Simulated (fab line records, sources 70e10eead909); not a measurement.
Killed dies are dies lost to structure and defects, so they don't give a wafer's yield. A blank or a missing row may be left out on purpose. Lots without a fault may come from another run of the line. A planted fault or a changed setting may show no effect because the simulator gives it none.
A struck lot beside a sound one | flow nand_harc | 18 steps out of a route of 1159
Sound: wafers L904.1, L904.5, L904.6. Struck: wafers L903.3, L903.4, L903.5. The cause comes at the end.
At each step with rows: each side's tool, then ch and its chambers, then its first start. Under that, the readings that differ: sound wafers | struck wafers | difference of the means | sigmas: that difference in standard deviations of wafers without a fault.
alike: readings whose means differ by less than 2 such deviations, and words and numbers that are the same on both sides. not compared: withheld readings, readings that some wafer has no value for, bounds like >300 that may hide the same value, and numbers for which the record gives no deviation and whose values overlap.
The two part at a step that has a row with sigmas, a row that says differs or no value, or rows on one side only. Numbers that don't overlap but have no deviation are shown without sigmas and don't part them. A reading that every wafer of one side lacks parts them only if that side has two wafers or more.

NHARC_A_M1_INSPECT_11:
  sound on defect_inspect-02, day 22 00:46; struck on defect_inspect-02, day 21 17:08
  alike: raw_defect_count
NHARC_A_M1_DESCUM_14: chemistry O2, time 3 s.
  sound on rie_diel-12 ch 1,2, day 22 00:49; struck on rie_diel-02 ch 0,1,2, day 21 17:14
  alike: drypump_motor_current_A, oes_product_au, rf_vpp_V, showerhead_plenum_p_Torr, throttle_valve_pct
  not compared: rf_hours_counter_h
NHARC_A_M1_ETCH_35: etches the open film in N2/H2, target depth 40 nm, overetch 12 nm, time 43.94 s.
  sound on rie_diel-12 ch 0,1,2, day 22 00:58; struck on rie_diel-02 ch 2,3, day 21 17:18
  alike: bias_w, drypump_motor_current_A, oes_product_au, rf_vpp_V, showerhead_plenum_p_Torr, throttle_valve_pct
  not compared: rf_hours_counter_h
then, 1 step without rows for these wafers: NHARC_A_M1_ETCH_15 (etches the open film in C4F8/Ar, target depth 182.5 nm, time 91.2 s).
NHARC_A_M1_CD_MEAS_16:
  sound on cd_sem-02, day 22 01:10; struck on cd_sem-01, day 21 17:32
  alike: cd_nm
NHARC_A_M1_STRIP_18: strips in N2/H2.
  sound on rie_diel-12 ch 1,2,3, day 22 01:19; struck on rie_diel-12 ch 0,1,3, day 21 17:37
  alike: drypump_motor_current_A, oes_product_au, rf_vpp_V, showerhead_plenum_p_Torr, throttle_valve_pct
  not compared: rf_hours_counter_h
NHARC_A_M1_ETCH_28: etches the open film in CF4/N2, target depth 30 nm, time 72.99 s.
  sound on rie_diel-12 ch 0,1; struck on rie_diel-12 ch 1,2,3
  alike: bias_w, drypump_motor_current_A, oes_product_au, rf_vpp_V, showerhead_plenum_p_Torr, throttle_valve_pct
  not compared: rf_hours_counter_h
then, 1 step without rows for these wafers: NHARC_A_M1_STRIP_19 (strips in post etch residue remover, time 600 s).
NHARC_A_M1_DEGAS_29: time 60 s.
  sound on pvd_sputter-03, day 22 01:55; struck on pvd_sputter-01, day 21 18:15
  alike: heater_power_w
then, 3 steps without rows for these wafers: NHARC_A_M1_PRE_CLEAN_30 (time 30 s); NHARC_A_M1_PVD_20 (deposits TaN, target thk 5 nm, time 8.06 s); NHARC_A_M1_PVD_21 (deposits Cu, target thk 30 nm, time 20.49 s).
NHARC_A_M1_ECD_22: material Cu, target thk 400 nm.
  sound on ecd_cu-02 ch 0,1, day 22 02:17; struck on ecd_cu-02 ch 0,1, day 21 18:43
  no value came back on the struck wafers for bath_heat_duty_pct (%), bath_temp_c (C); on the sound wafers bath_heat_duty_pct (%) reads 6.1 4.8 7.1
then, 1 step without rows for these wafers: NHARC_A_M1_ANNEAL_31 (time 90 s).
NHARC_A_M1_CMP_23: polishes, t overpolish 20 s, target thk 154.34 nm.
  sound on cmp-02 ch 0,1,3, day 22 03:04; struck on cmp-02 ch 2,3, day 21 19:31
  reading                | sound    | struck | difference | sigmas
  time_to_endpoint_s (s) | 29 22 26 | 1 0 0  | -25        | -7
  alike: motor_current_A
NHARC_A_M1_THK_MEAS_24: measures by xrf.
  sound on film_metro-01, day 22 03:20; struck on film_metro-01, day 21 19:49
  reading     | sound             | struck         | difference | sigmas
  thk_nm (nm) | 153.4 151.6 155.1 | 27.7 31.2 30.5 | -123.6     | -77
then, 1 step without rows for these wafers: NHARC_A_M1_SRD_25.
NHARC_END_SORT_01:
  sound on prober-02 ch 0, day 23 12:10; struck on prober-02 ch 0, day 23 04:55
  reading                  | sound           | struck         | difference | sigmas
  defect_limited_yield (%) | 97.0 96.9 97.2  | 0 0 0          | -97        | -65
  killed_at_array          | 20 19 16        | 674 674 676    | +656       | +66
  killed_at_other          | 0 0 0           | 3 2 1          | +2         | +2
  killed_dies              | 20 21 19        | 677 677 677    | +657       | +66
  sort_bin_2_pct (%)       | 1.0 0.4 0.6     | 97.2 97.0 98.2 | +96.8      | +99 or more
  sort_n_pass              | 657 656 658     | 0 0 0          | -657       | -66
  sort_rim_yield_pct (%)   | 97.2 96.2 100.0 | 0 0 0          | -98        | -38
  sort_yield_pct (%)       | 97.0 96.9 97.2  | 0 0 0          | -97        | -65
  alike: killed_at_periphery, killed_open, killed_short, sort_bin_3_pct, sort_bin_4_pct

WHERE THEY PART
First at NHARC_A_M1_ECD_22; last, within this record, at NHARC_END_SORT_01.

WHY: what the simulator had put in
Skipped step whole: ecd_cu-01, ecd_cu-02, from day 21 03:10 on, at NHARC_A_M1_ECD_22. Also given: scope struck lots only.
